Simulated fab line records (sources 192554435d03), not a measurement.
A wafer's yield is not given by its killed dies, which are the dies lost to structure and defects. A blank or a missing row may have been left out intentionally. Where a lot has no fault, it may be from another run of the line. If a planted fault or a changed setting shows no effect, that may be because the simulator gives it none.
fab line records	flow n5Finfet
record: lots: 24	wafers: 72	lastDay: 17
route steps=1938 shown BEOL_M12@1617 BEOL_M13@1659
lots with no fault: from the same line, run without faults
startH: start of the lot's first displayed wafer, in hours after the record's first day	waitH: hours from the lot's prior step to this one	" unchanged from the row above	L1.1+2: a single row standing in for several wafers	- no value present, or no start provided	* or withheld: withheld	< > ~ a bound
route shown NAME@n: a module of which the file shows steps, and the number in the route of the first	usual: mean/standard deviation taken from wafers without a fault	same: alike in all rows	chamber/n: place in a boat	sites: the reading at each site	_std_site: standard deviation of those values	_edge_site: outer sites' mean less inner sites'	radiusMm: for every site, how far away it sits from the centre of the wafer	mask NAME#n: copy n	behind: the most recent tool/chamber to have shaped the wafer	hold: cause of the lot's hold/its duration in hours/its outcome	device: the transistor (n, p or np) that didn't switch	end of line: the route-end tests of the same wafers	where a step has no rows: the recipe by itself	killed: dies lost to structure and defects at the first sort, not the wafer's yield	map: per-die view of a wafer (x killed, . not killed, _ where there is no die)
set.NAME: setting as actually run; set.NAME@STEP: the setting as run at that earlier step	model.NAME: the simulator's own value behind a step, which no gauge read
route steps across a sampled set of lots; one table per step, one row per wafer
services: a tool's chamber out of use, with start hour (startH, from the record's first day; less than 0 if before it), hours out, and reason
== steps ==
step: N5_BEOL_M12_VIA_ETCH_16
recipe: chemistry: C4F8/O2/Ar	target: SiOC	pressureMtorr: 30	sourceW: 3000	biasW: 700	Ar_flow_sccm: 400	C4F8_flow_sccm: 15	O2_flow_sccm: 8	heInnerTorr: 15	heOuterTorr: 30	targetDepthA: 7248	timeS: withheld	ionEnergyEv: 250	ends: cleared
usual: drypumpMotorCurrentA: 5.8/0.49	heInnerTorr: 15.001/0.028	oesProductAu: 0.71/0.06	rfVppV: 664.5/2.2	showerheadPlenumPTorr: 3.40/0.091	throttleValvePct: 24.41/0.22
lot.wafer	tool	chamber	startH	waitH	drypumpMotorCurrentA	heInnerTorr	oesProductAu	rfVppV	showerheadPlenumPTorr	throttleValvePct
L075.4	rieDiel-05	0	234.19	0.1	5.1	15.036	0.75	661.6	3.36	24.34
L075.5	"	3	"	"	5.0	15.011	0.82	662.8	3.38	24.30
L075.6	"	2	"	"	6.7	14.994	0.65	664.3	3.35	24.59
L074.2	rieDiel-01	0	235.66	0.0	6.3	15.017	0.69	663.9	3.46	24.42
L074.3	"	1	"	"	5.7	15.050	0.60	662.5	3.36	24.85
L074.4	"	2	"	"	5.3	14.979	0.66	669.3	3.59	24.53
L076.2	rieDiel-04	3	245.74	0.0	6.0	15.009	0.82	664.0	3.34	23.97
L076.3	"	1	"	"	5.4	15.061	0.75	666.9	3.49	24.42
L076.6	"	3	"	"	6.0	15.042	0.82	662.5	3.34	23.98
L078.2	rieDiel-01	3	249.02	0.0	6.0	15.034	0.71	665.9	3.48	24.62
L078.3	"	2	"	"	5.3	14.990	0.66	668.6	3.59	24.52
L078.4	"	1	"	"	5.8	15.021	0.60	664.8	3.36	24.86
L077.3	rieDiel-01	3	252.23	0.0	6.0	14.978	0.71	666.1	3.47	24.60
L077.5	"	0	"	"	6.3	15.048	0.69	666.7	3.46	24.41
L077.6	"	3	"	"	6.0	14.996	0.71	665.8	3.48	24.59
L080.1	rieDiel-01	2	256.33	0.0	5.3	14.953	0.66	669.1	3.59	24.53
L080.3	"	0	"	"	6.3	15.074	0.68	666.9	3.45	24.41
L080.4	"	1	"	"	5.8	14.985	0.60	663.7	3.36	24.87
L079.1	rieDiel-01	3	259.10	0.0	6.0	14.980	0.70	666.2	3.47	24.60
L079.2	"	0	"	"	6.3	15.036	0.68	664.9	3.45	24.43
L079.6	"	0	"	"	6.3	15.024	0.68	665.1	3.45	24.41
L081.1	rieDiel-04	0	260.74	0.0	5.9	15.091	0.69	661.5	3.26	24.04
L081.3	"	3	"	"	6.0	14.972	0.80	662.4	3.33	23.97
L081.6	"	1	"	"	5.5	14.999	0.75	665.8	3.49	24.42
L083.1	rieDiel-04	3	278.51	0.0	6.0	15.003	0.79	662.0	3.33	24.00
L083.4	"	1	"	"	5.4	15.035	0.74	667.1	3.49	24.45
L083.5	"	3	"	"	6.0	15.012	0.79	663.1	3.33	24.00
L082.1	rieDiel-05	1	278.61	0.0	5.8	14.995	0.75	662.8	3.31	24.21
L082.3	"	0	"	"	5.1	14.982	0.74	662.2	3.35	24.34
L082.4	"	2	"	"	6.7	14.973	0.62	663.2	3.34	24.61
L084.2	rieDiel-01	0	280.79	0.0	6.3	14.983	0.67	666.7	3.45	24.44
L084.3	"	3	"	"	6.0	15.004	0.70	664.9	3.47	24.62
L084.6	"	3	"	"	6.0	14.991	0.70	666.9	3.47	24.60
L085.2	rieDiel-05	1	284.30	0.0	5.8	15.002	0.74	664.0	3.31	24.22
L085.4	"	2	"	"	6.7	14.997	0.62	666.1	3.34	24.61
L085.5	"	2	"	"	6.7	15.001	0.62	663.1	3.34	24.62
L086.2	rieDiel-01	3	288.50	0.0	6.0	15.073	0.70	665.6	3.47	24.62
L086.3	"	2	"	"	5.3	14.968	0.66	669.1	3.58	24.55
L086.6	"	3	"	"	6.0	15.065	0.70	666.4	3.47	24.62
L089.1	rieDiel-01	3	307.98	0.0	6.0	14.976	0.68	665.3	3.46	24.61
L089.2	"	2	"	"	5.3	14.942	0.65	667.4	3.57	24.56
L089.3	"	0	"	"	6.3	14.977	0.66	664.6	3.44	24.45
L087.3	rieDiel-04	0	309.25	0.0	5.9	15.008	0.67	662.5	3.25	24.07
L087.5	"	0	"	"	5.9	14.969	0.67	660.9	3.25	24.04
L087.6	"	1	"	"	5.5	14.958	0.73	667.1	3.48	24.45
L088.1	rieDiel-01	2	316.53	0.0	5.3	14.995	0.65	668.0	3.57	24.57
L088.5	"	3	"	"	6.0	15.005	0.69	664.5	3.46	24.64
L088.6	"	0	"	"	6.3	15.003	0.67	664.6	3.44	24.47
L090.1	rieDiel-05	0	325.93	0.0	5.1	14.949	0.72	662.0	3.34	24.37
L090.3	"	3	"	"	5.0	15.000	0.78	662.5	3.36	24.35
L090.5	"	3	"	"	5.0	14.979	0.77	663.8	3.36	24.34
L091.2	rieDiel-04	2	326.20	0.0	5.4	14.956	0.77	663.1	3.34	24.01
L091.5	"	0	"	"	5.9	15.020	0.66	660.7	3.25	24.06
L091.6	"	1	"	"	5.5	15.010	0.72	665.2	3.48	24.46
L093.2	rieDiel-05	2	337.61	0.0	6.7	15.019	0.61	662.9	3.33	24.63
L093.3	"	0	"	"	5.1	15.014	0.71	662.2	3.34	24.39
L093.4	"	2	"	"	6.7	14.991	0.61	663.2	3.34	24.63
L092.1	rieDiel-04	0	340.56	0.0	5.9	14.983	0.65	661.0	3.25	24.06
L092.2	"	3	"	"	6.0	15.032	0.77	665.4	3.32	24.01
L092.4	"	2	"	"	5.4	15.024	0.76	663.1	3.34	24.04
L095.2	rieDiel-05	3	346.82	0.0	5.0	14.943	0.77	662.2	3.36	24.36
L095.5	"	0	"	"	5.1	14.977	0.71	661.8	3.34	24.41
L095.6	"	1	"	"	5.8	14.994	0.71	661.8	3.30	24.26
L094.3	rieDiel-01	0	350.12	0.0	6.3	15.013	0.65	665.3	3.43	24.46
L094.4	"	2	"	"	5.3	14.981	0.64	667.2	3.57	24.58
L094.6	"	2	"	"	5.3	14.956	0.64	668.4	3.57	24.60
L096.4	rieDiel-01	2	357.18	0.0	5.3	15.014	0.63	668.0	3.57	24.58
L096.5	"	3	"	"	6.0	15.043	0.68	664.1	3.45	24.66
L096.6	"	0	"	"	6.4	15.013	0.65	664.7	3.43	24.49
L097.2	rieDiel-05	3	373.24	0.0	5.0	14.965	0.77	662.6	3.35	24.38
L097.4	"	3	"	"	5.0	14.988	0.76	662.5	3.35	24.35
L097.6	"	0	"	"	5.1	15.025	0.70	662.5	3.33	24.41
step: N5_BEOL_M12_ETCH_67
recipe: chemistry: CF4	target: SiARC	targetDepthA: 1430	timeS: 238.3	ionEnergyEv: 80	pressureMtorr: 40	sourceW: 545	biasW: 36	Ar_flow_sccm: 100	cf4FlowSccm: 100	ends: cleared
usual: cf4FlowSccm: 100.01/0.3	drypumpMotorCurrentA: 5.6/0.55	etchRfOnTimeS: 241/7.1	oesProductAu: 0.67/0.057	rfVppV: 183.7/0.92	showerheadPlenumPTorr: 2.12/0.048	throttleValvePct: 15.70/0.2
lot.wafer	tool	chamber	startH	waitH	cf4FlowSccm	drypumpMotorCurrentA	etchRfOnTimeS	oesProductAu	rfHoursCounterH	rfVppV	showerheadPlenumPTorr	throttleValvePct
L075.4	rieDiel-05	3	235.97	0.1	100.36	5.0	241	0.76	-	183.0	2.12	15.56
L075.5	"	2	"	"	99.52	6.7	253	0.59	-	184.2	2.11	16.06
L075.6	"	0	"	"	100.01	5.1	231	0.72	-	183.1	2.10	15.54
L074.2	rieDiel-01	0	236.64	0.0	100.25	6.3	238	0.65	158	183.1	2.17	15.82
L074.3	"	3	"	"	100.17	5.9	241	0.67	117	183.4	2.17	15.82
L074.4	"	1	"	"	100.09	5.8	250	0.57	241	183.5	2.09	16.16
L076.2	rieDiel-05	1	247.27	0.0	100.05	5.8	238	0.70	75	182.9	2.07	15.54
L076.3	"	3	"	"	99.95	4.9	244	0.75	48	183.3	2.12	15.58
L076.6	"	0	"	"	99.51	5.1	231	0.71	-	184.2	2.10	15.53
L078.2	rieDiel-05	2	249.96	0.0	99.68	6.7	255	0.58	210	184.0	2.11	16.08
L078.3	"	3	"	"	99.72	5.0	244	0.74	49	184.6	2.12	15.58
L078.4	"	0	"	"	99.96	5.1	232	0.71	89	182.7	2.10	15.54
L077.3	rieDiel-04	1	253.21	0.0	99.45	5.4	234	0.70	81	184.1	2.17	15.66
L077.5	"	3	"	"	100.22	6.0	233	0.76	-	183.1	2.10	15.37
L077.6	"	0	"	"	100.32	5.9	242	0.64	-	183.6	2.05	15.57
L080.1	rieDiel-04	3	257.31	0.0	99.72	6.1	232	0.76	51	184.1	2.10	15.38
L080.3	"	1	"	"	100.14	5.4	240	0.70	82	184.8	2.17	15.66
L080.4	"	2	"	"	99.98	5.4	240	0.75	39	184.0	2.08	15.31
L079.1	rieDiel-05	3	260.30	0.0	99.94	4.9	245	0.74	53	183.0	2.11	15.61
L079.2	"	0	"	"	100.20	5.1	234	0.70	93	183.9	2.09	15.54
L079.6	"	2	"	"	100.06	6.7	255	0.58	-	184.6	2.11	16.08
L081.1	rieDiel-01	3	261.73	0.0	100.23	6.0	241	0.66	125	182.8	2.17	15.83
L081.3	"	0	"	"	100.41	6.3	236	0.64	167	184.7	2.17	15.82
L081.6	"	0	"	"	99.80	6.3	237	0.65	-	184.5	2.17	15.84
L083.1	rieDiel-05	3	279.50	0.0	100.30	4.9	241	0.73	61	183.6	2.11	15.62
L083.4	"	2	"	"	99.93	6.7	256	0.58	222	184.8	2.10	16.09
L083.5	"	0	"	"	99.89	5.1	231	0.70	-	183.7	2.09	15.55
L082.1	rieDiel-01	2	279.53	0.0	100.45	5.2	236	0.63	171	184.9	2.22	15.78
L082.3	"	3	"	"	99.23	6.0	240	0.65	134	183.3	2.17	15.85
L082.4	"	3	"	"	99.67	6.0	241	0.65	-	183.7	2.17	15.85
L084.2	rieDiel-04	3	281.99	0.0	100.37	6.0	234	0.75	60	184.3	2.10	15.41
L084.3	"	1	"	"	100.13	5.4	236	0.69	92	184.4	2.16	15.67
L084.6	"	0	"	"	99.99	5.9	245	0.62	-	182.8	2.05	15.60
L085.2	rieDiel-01	0	285.23	0.0	99.77	6.3	243	0.63	179	183.4	2.16	15.85
L085.4	"	0	"	"	100.00	6.3	242	0.63	-	184.4	2.16	15.84
L085.5	"	2	"	"	100.46	5.3	240	0.62	-	185.9	2.22	15.78
L086.2	rieDiel-05	0	289.63	0.0	99.82	5.1	235	0.69	102	183.9	2.09	15.54
L086.3	"	2	"	"	100.10	6.7	260	0.58	225	184.1	2.10	16.12
L086.6	"	3	"	"	100.32	4.9	246	0.72	-	182.4	2.11	15.60
L089.1	rieDiel-01	1	308.84	0.0	100.11	5.7	230	0.82	7	183.3	2.09	15.69
L089.2	"	0	"	"	100.16	6.3	242	0.63	188	183.9	2.16	15.84
L089.3	"	3	"	"	100.02	6.0	242	0.65	145	183.3	2.16	15.89
L087.3	rieDiel-04	1	310.10	0.0	100.41	5.5	238	0.68	102	184.5	2.16	15.71
L087.5	"	1	"	"	100.09	5.4	237	0.68	-	182.8	2.16	15.70
L087.6	"	2	"	"	99.82	5.4	238	0.73	-	185.6	2.08	15.35
L088.1	rieDiel-05	3	317.38	0.0	100.26	5.0	246	0.72	76	183.6	2.11	15.63
L088.5	"	3	"	"	99.68	5.0	244	0.71	-	184.4	2.11	15.65
L088.6	"	2	"	"	100.44	6.7	257	0.57	-	184.3	2.10	16.12
L090.1	rieDiel-01	3	326.78	0.0	100.47	6.0	242	0.65	152	184.4	2.16	15.91
L090.3	"	1	"	"	99.95	5.7	231	0.81	13	184.3	2.08	15.68
L090.5	"	3	"	"	100.42	6.0	243	0.64	-	184.2	2.16	15.91
L091.2	rieDiel-05	0	327.07	0.0	99.52	5.1	230	0.69	117	183.0	2.09	15.60
L091.5	"	0	"	"	99.92	5.1	232	0.69	-	183.1	2.09	15.59
L091.6	"	3	"	"	99.79	5.0	242	0.71	-	184.0	2.11	15.65
L093.2	rieDiel-05	1	338.59	0.0	100.52	5.8	244	0.67	104	182.2	2.06	15.62
L093.3	"	0	"	"	100.28	5.1	229	0.69	122	183.0	2.08	15.59
L093.4	"	3	"	"	99.97	5.0	246	0.71	80	183.7	2.11	15.65
L092.1	rieDiel-05	1	341.48	0.0	100.23	5.8	244	0.66	105	182.7	2.06	15.60
L092.2	"	3	"	"	100.36	5.0	245	0.70	82	182.9	2.10	15.64
L092.4	"	0	"	"	99.83	5.1	231	0.68	124	184.1	2.08	15.60
L095.2	rieDiel-01	2	347.86	0.0	99.47	5.3	245	0.60	195	183.1	2.21	15.81
L095.5	"	3	"	"	100.04	6.0	245	0.64	-	183.6	2.16	15.90
L095.6	"	2	"	"	99.73	5.3	243	0.61	-	186.7	2.21	15.81
L094.3	rieDiel-04	1	351.23	0.0	99.93	5.4	234	0.68	116	183.5	2.15	15.72
L094.4	"	2	"	"	100.10	5.3	242	0.71	73	183.1	2.07	15.38
L094.6	"	2	"	"	99.62	5.3	239	0.71	-	183.0	2.07	15.39
L096.4	rieDiel-04	0	358.04	0.0	99.30	5.9	247	0.62	188	185.0	2.04	15.63
L096.5	"	0	"	"	99.95	5.9	247	0.61	-	182.9	2.04	15.66
L096.6	"	3	"	"	99.36	6.0	237	0.71	-	182.1	2.09	15.46
L097.2	rieDiel-05	1	374.22	0.0	100.06	5.8	240	0.67	117	183.3	2.06	15.63
L097.4	"	1	"	"	100.58	5.8	241	0.67	-	184.3	2.06	15.62
L097.6	"	0	"	"	99.79	5.1	232	0.68	-	183.2	2.08	15.63
step: N5_BEOL_M12_SPUTTER_43
recipe: material: TaN	targetThkA: 150	tempC: 50	biasV: 168.6	powerW: 15000	chamberPressurePa: 0.12	timeS: 24.19
usual: throttleValvePct: 29.7/0.96
same: timeS: 24.19
lot.wafer	tool	chamber	startH	waitH	throttleValvePct
L075.4	pvdSputter-01	-	237.80	0.0	29.4
L075.5	"	-	"	"	29.6
L075.6	"	-	"	"	29.4
L074.2	pvdSputter-03	-	241.72	0.0	30.4
L074.3	"	-	"	"	28.6
L074.4	"	-	"	"	28.9
L076.2	pvdSputter-01	-	248.20	0.0	29.3
L076.3	"	-	"	"	28.5
L076.6	"	-	"	"	29.4
L078.2	pvdSputter-02	-	251.07	0.0	30.4
L078.3	"	-	"	"	30.1
L078.4	"	-	"	"	28.3
L077.3	pvdSputter-02	-	254.10	0.0	30.6
L077.5	"	-	"	"	30.1
L077.6	"	-	"	"	28.2
L080.1	pvdSputter-01	-	260.02	0.0	32.2
L080.3	"	-	"	"	29.5
L080.4	"	-	"	"	28.3
L079.1	pvdSputter-01	-	262.78	0.0	29.7
L079.2	"	-	"	"	32.0
L079.6	"	-	"	"	29.3
L081.1	pvdSputter-02	-	263.20	0.0	30.0
L081.3	"	-	"	"	30.2
L081.6	"	-	"	"	29.9
L083.1	pvdSputter-02	-	281.31	0.0	28.5
L083.4	"	-	"	"	30.2
L083.5	"	-	"	"	29.8
L082.1	pvdSputter-01	-	282.40	0.0	29.7
L082.3	"	-	"	"	32.0
L082.4	"	-	"	"	28.6
L084.2	pvdSputter-02	-	282.88	0.0	28.2
L084.3	"	-	"	"	30.1
L084.6	"	-	"	"	28.4
L085.2	pvdSputter-02	-	287.44	0.0	28.6
L085.4	"	-	"	"	30.2
L085.5	"	-	"	"	30.3
L086.2	pvdSputter-02	-	292.31	0.0	28.5
L086.3	"	-	"	"	30.0
L086.6	"	-	"	"	28.4
L089.1	pvdSputter-02	-	310.24	0.0	30.0
L089.2	"	-	"	"	30.2
L089.3	"	-	"	"	30.2
L087.3	pvdSputter-02	-	313.60	0.0	28.1
L087.5	"	-	"	"	30.4
L087.6	"	-	"	"	30.2
L088.1	pvdSputter-03	-	323.67	0.0	28.9
L088.5	"	-	"	"	30.5
L088.6	"	-	"	"	28.8
L090.1	pvdSputter-01	-	330.99	0.0	28.6
L090.3	"	-	"	"	29.6
L090.5	"	-	"	"	29.4
L091.2	pvdSputter-03	-	331.47	0.0	30.2
L091.5	"	-	"	"	29.1
L091.6	"	-	"	"	30.5
L093.2	pvdSputter-03	-	341.34	0.0	30.1
L093.3	"	-	"	"	30.1
L093.4	"	-	"	"	28.8
L092.1	pvdSputter-03	-	344.40	0.0	28.8
L092.2	"	-	"	"	28.8
L092.4	"	-	"	"	30.4
L095.2	pvdSputter-02	-	349.48	0.0	28.2
L095.5	"	-	"	"	30.1
L095.6	"	-	"	"	28.1
L094.3	pvdSputter-03	-	352.16	0.0	30.2
L094.4	"	-	"	"	28.7
L094.6	"	-	"	"	28.9
L096.4	pvdSputter-03	-	359.52	0.0	30.3
L096.5	"	-	"	"	30.6
L096.6	"	-	"	"	30.4
L097.2	pvdSputter-03	-	378.50	0.0	28.9
L097.4	"	-	"	"	30.0
L097.6	"	-	"	"	28.6
step: N5_BEOL_M12_SPUTTER_44
recipe: material: Ta	targetThkA: 100	tempC: 50	biasV: 80	powerW: 15000	chamberPressurePa: 0.07	timeS: 16.13
usual: throttleValvePct: 29.7/0.98
same: timeS: 16.13
lot.wafer	tool	chamber	startH	waitH	throttleValvePct
L075.4	pvdSputter-01	-	237.88	0.0	29.0
L075.5	"	-	"	"	29.5
L075.6	"	-	"	"	29.3
L074.2	pvdSputter-03	-	241.80	0.0	30.4
L074.3	"	-	"	"	28.8
L074.4	"	-	"	"	28.6
L076.2	pvdSputter-01	-	248.28	0.0	29.4
L076.3	"	-	"	"	28.2
L076.6	"	-	"	"	29.2
L078.2	pvdSputter-02	-	251.15	0.0	30.4
L078.3	"	-	"	"	30.1
L078.4	"	-	"	"	28.4
L077.3	pvdSputter-02	-	254.18	0.0	30.1
L077.5	"	-	"	"	29.9
L077.6	"	-	"	"	28.4
L080.1	pvdSputter-01	-	260.10	0.0	32.0
L080.3	"	-	"	"	29.3
L080.4	"	-	"	"	28.5
L079.1	pvdSputter-01	-	262.86	0.0	29.5
L079.2	"	-	"	"	32.2
L079.6	"	-	"	"	29.6
L081.1	pvdSputter-02	-	263.28	0.0	29.9
L081.3	"	-	"	"	30.4
L081.6	"	-	"	"	29.8
L083.1	pvdSputter-02	-	281.39	0.0	28.2
L083.4	"	-	"	"	30.3
L083.5	"	-	"	"	30.0
L082.1	pvdSputter-01	-	282.48	0.0	29.4
L082.3	"	-	"	"	32.4
L082.4	"	-	"	"	28.3
L084.2	pvdSputter-02	-	282.96	0.0	28.4
L084.3	"	-	"	"	30.2
L084.6	"	-	"	"	28.2
L085.2	pvdSputter-02	-	287.52	0.0	28.2
L085.4	"	-	"	"	30.4
L085.5	"	-	"	"	30.2
L086.2	pvdSputter-02	-	292.39	0.0	28.5
L086.3	"	-	"	"	29.6
L086.6	"	-	"	"	28.6
L089.1	pvdSputter-02	-	310.32	0.0	30.0
L089.2	"	-	"	"	30.1
L089.3	"	-	"	"	30.4
L087.3	pvdSputter-02	-	313.68	0.0	28.3
L087.5	"	-	"	"	30.3
L087.6	"	-	"	"	30.4
L088.1	pvdSputter-03	-	323.75	0.0	28.9
L088.5	"	-	"	"	30.5
L088.6	"	-	"	"	28.6
L090.1	pvdSputter-01	-	331.07	0.0	28.5
L090.3	"	-	"	"	29.5
L090.5	"	-	"	"	29.4
L091.2	pvdSputter-03	-	331.55	0.0	30.2
L091.5	"	-	"	"	28.7
L091.6	"	-	"	"	30.4
L093.2	pvdSputter-03	-	341.42	0.0	30.2
L093.3	"	-	"	"	30.8
L093.4	"	-	"	"	28.7
L092.1	pvdSputter-03	-	344.48	0.0	28.7
L092.2	"	-	"	"	28.6
L092.4	"	-	"	"	30.5
L095.2	pvdSputter-02	-	349.56	0.0	28.4
L095.5	"	-	"	"	29.8
L095.6	"	-	"	"	28.1
L094.3	pvdSputter-03	-	352.24	0.0	30.7
L094.4	"	-	"	"	28.7
L094.6	"	-	"	"	28.8
L096.4	pvdSputter-03	-	359.60	0.0	30.6
L096.5	"	-	"	"	30.6
L096.6	"	-	"	"	30.2
L097.2	pvdSputter-03	-	378.58	0.0	28.8
L097.4	"	-	"	"	30.1
L097.6	"	-	"	"	28.7
step: N5_BEOL_M13_ILD_DEP_00
recipe: material: SiOC	targetThkA: 8379.2	tempC: 350	precursor: DEMS/O2	pressureTorr: 5	rfW: 500	timeS: 166.4
usual: heaterPowerW: 461/67	showerheadPlenumPTorr: 5.690/0.014	throttleValvePct: 12.2/0.49
same: timeS: 166.4
lot.wafer	tool	chamber	startH	waitH	heaterPowerW	showerheadPlenumPTorr	throttleValvePct
L075.4	pecvd-03	1	239.09	0.1	531	5.677	12.3
L075.5	"	2	"	"	374	5.689	11.7
L075.6	"	1	"	"	564	5.672	12.3
L074.2	pecvd-04	1	243.10	0.0	489	5.691	11.7
L074.3	"	0	"	"	402	5.687	12.4
L074.4	"	2	"	"	506	5.665	12.2
L076.2	pecvd-03	2	249.42	0.0	401	5.699	11.7
L076.3	"	1	"	"	473	5.669	12.1
L076.6	"	0	"	"	439	5.702	12.9
L078.2	pecvd-03	2	252.27	0.0	353	5.692	11.8
L078.3	"	1	"	"	537	5.688	12.3
L078.4	"	2	"	"	387	5.684	11.9
L077.3	pecvd-03	2	255.30	0.0	386	5.694	11.8
L077.5	"	1	"	"	448	5.673	11.9
L077.6	"	2	"	"	407	5.707	11.8
L080.1	pecvd-02	2	261.37	0.0	493	5.674	11.1
L080.3	"	0	"	"	596	5.713	12.5
L080.4	"	1	"	"	498	5.682	11.8
L079.1	pecvd-03	2	263.98	0.0	376	5.689	11.8
L079.2	"	1	"	"	554	5.675	12.2
L079.6	"	1	"	"	454	5.678	12.0
L081.1	pecvd-04	0	264.42	0.0	419	5.697	12.2
L081.3	"	1	"	"	503	5.714	11.6
L081.6	"	2	"	"	415	5.686	12.2
L083.1	pecvd-03	1	282.59	0.0	552	5.675	12.1
L083.4	"	2	"	"	338	5.687	11.9
L083.5	"	0	"	"	404	5.711	13.2
L082.1	pecvd-04	0	283.96	0.0	412	5.691	12.6
L082.3	"	2	"	"	509	5.683	12.6
L082.4	"	1	"	"	523	5.697	12.1
L084.2	pecvd-03	0	284.37	0.0	438	5.709	12.8
L084.3	"	1	"	"	554	5.684	12.0
L084.6	"	1	"	"	455	5.667	11.9
L085.2	pecvd-02	0	288.74	0.0	600	5.699	12.5
L085.4	"	2	"	"	489	5.670	11.4
L085.5	"	2	"	"	410	5.668	11.0
L086.2	pecvd-04	1	293.68	0.0	517	5.704	12.2
L086.3	"	2	"	"	427	5.689	12.5
L086.6	"	2	"	"	470	5.700	12.4
L089.1	pecvd-03	1	311.66	0.0	461	5.669	12.2
L089.2	"	0	"	"	386	5.687	12.8
L089.3	"	2	"	"	341	5.698	12.0
L087.3	pecvd-03	2	315.10	0.0	375	5.688	11.8
L087.5	"	2	"	"	395	5.674	11.9
L087.6	"	1	"	"	462	5.679	11.9
L088.1	pecvd-03	2	324.87	0.0	404	5.694	12.0
L088.5	"	2	"	"	424	5.690	11.8
L088.6	"	0	"	"	350	5.715	13.0
L090.1	pecvd-03	2	332.42	0.0	385	5.691	12.2
L090.3	"	1	"	"	516	5.681	12.2
L090.5	"	2	"	"	410	5.700	12.1
L091.2	pecvd-03	1	333.00	0.0	458	5.666	12.2
L091.5	"	0	"	"	448	5.718	13.2
L091.6	"	1	"	"	491	5.668	12.1
L093.2	pecvd-04	0	342.78	0.0	400	5.684	12.2
L093.3	"	1	"	"	501	5.696	12.0
L093.4	"	1	"	"	532	5.701	12.1
L092.1	pecvd-02	0	345.60	0.0	500	5.714	12.4
L092.2	"	2	"	"	485	5.674	11.3
L092.4	"	2	"	"	510	5.679	11.1
L095.2	pecvd-04	1	350.71	0.0	553	5.704	12.0
L095.5	"	2	"	"	490	5.689	12.7
L095.6	"	1	"	"	572	5.681	11.9
L094.3	pecvd-04	1	353.39	0.0	525	5.686	12.1
L094.4	"	2	"	"	506	5.677	12.5
L094.6	"	1	"	"	558	5.697	11.8
L096.4	pecvd-02	2	362.53	0.1	472	5.682	11.3
L096.5	"	1	"	"	421	5.686	12.2
L096.6	"	0	"	"	601	5.703	12.5
L097.2	pecvd-02	2	379.86	0.0	473	5.679	11.0
L097.4	"	1	"	"	515	5.682	12.1
L097.6	"	2	"	"	493	5.689	11.3
step: N5_BEOL_M13_THK_MEAS_01
recipe: reads: SiOC_of_BEOL_M13_ILD_DEP_00
usual: M13_ILD_THK: 838/11
lot.wafer	tool	chamber	startH	waitH	M13_ILD_THK[nm]
L075.4	filmMetro-01	-	239.24	0.1	850
L075.5	"	-	"	"	853
L075.6	"	-	"	"	853
L074.2	filmMetro-01	-	243.25	0.1	834
L074.3	"	-	"	"	815
L074.4	"	-	"	"	844
L076.2	filmMetro-01	-	249.57	0.1	837
L076.3	"	-	"	"	835
L076.6	"	-	"	"	829
L078.2	filmMetro-02	-	252.42	0.1	834
L078.3	"	-	"	"	820
L078.4	"	-	"	"	846
L077.3	filmMetro-02	-	255.45	0.1	838
L077.5	"	-	"	"	848
L077.6	"	-	"	"	858
L080.1	filmMetro-02	-	261.52	0.1	830
L080.3	"	-	"	"	830
L080.4	"	-	"	"	859
L079.1	filmMetro-02	-	264.13	0.1	836
L079.2	"	-	"	"	837
L079.6	"	-	"	"	844
L081.1	filmMetro-01	-	264.57	0.1	805
L081.3	"	-	"	"	829
L081.6	"	-	"	"	842
L083.1	filmMetro-02	-	282.75	0.1	813
L083.4	"	-	"	"	843
L083.5	"	-	"	"	844
L082.1	filmMetro-01	-	284.11	0.1	822
L082.3	"	-	"	"	830
L082.4	"	-	"	"	843
L084.2	filmMetro-01	-	284.52	0.1	824
L084.3	"	-	"	"	816
L084.6	"	-	"	"	836
L085.2	filmMetro-02	-	288.95	0.2	824
L085.4	"	-	"	"	846
L085.5	"	-	"	"	837
L086.2	filmMetro-01	-	293.83	0.1	837
L086.3	"	-	"	"	841
L086.6	"	-	"	"	849
L089.1	filmMetro-02	-	311.81	0.1	842
L089.2	"	-	"	"	836
L089.3	"	-	"	"	841
L087.3	filmMetro-01	-	315.25	0.1	841
L087.5	"	-	"	"	842
L087.6	"	-	"	"	850
L088.1	filmMetro-01	-	325.02	0.1	829
L088.5	"	-	"	"	836
L088.6	"	-	"	"	839
L090.1	filmMetro-02	-	332.57	0.1	808
L090.3	"	-	"	"	826
L090.5	"	-	"	"	832
L091.2	filmMetro-01	-	333.15	0.1	836
L091.5	"	-	"	"	836
L091.6	"	-	"	"	857
L093.2	filmMetro-01	-	342.93	0.1	852
L093.3	"	-	"	"	840
L093.4	"	-	"	"	854
L092.1	filmMetro-02	-	345.75	0.1	839
L092.2	"	-	"	"	833
L092.4	"	-	"	"	837
L095.2	filmMetro-02	-	350.86	0.1	841
L095.5	"	-	"	"	850
L095.6	"	-	"	"	853
L094.3	filmMetro-01	-	353.54	0.1	849
L094.4	"	-	"	"	855
L094.6	"	-	"	"	852
L096.4	filmMetro-02	-	362.62	0.0	835
L096.5	"	-	"	"	858
L096.6	"	-	"	"	844
L097.2	filmMetro-01	-	380.01	0.1	838
L097.4	"	-	"	"	866
L097.6	"	-	"	"	848
== services ==
tool	chamber	startH	hours	kind
rieDiel-05	1	230.89	5.4	repair
pecvd-03	0	235.17	7.8	repair
pecvd-02	-	236.17	23.9	repair
rieDiel-04	2	242.38	12.5	repair
pecvd-04	1	244.42	4.1	repair
rieDiel-01	1	260.23	-	clean
rieDiel-01	1	260.23	-	consumableReplace:esc
rieDiel-01	1	260.23	-	consumableReplace:focusRing
pecvd-02	1	288.13	5.0	repair
pecvd-03	2	292.78	6.0	repair
rieDiel-05	2	298.44	8.7	repair
pecvd-03	2	304.69	5.5	scheduledDown
rieDiel-01	2	319.59	4.7	repair
rieDiel-05	3	327.61	10.9	repair
pecvd-03	0	340.68	16.5	scheduledDown
rieDiel-01	-	342.20	0.2	repair
pecvd-03	1	357.18	5.5	scheduledDown
rieDiel-05	-	357.67	2.8	pm
pecvd-02	0	366.98	3.3	repair
rieDiel-05	2	367.49	-	clean
rieDiel-05	2	367.49	-	consumableReplace:focusRing
rieDiel-05	2	367.49	10.9	scheduledDown
rieDiel-05	2	367.49	10.9	ventCycle
pecvd-03	1	377.25	5.0	repair
== key ==
fault none
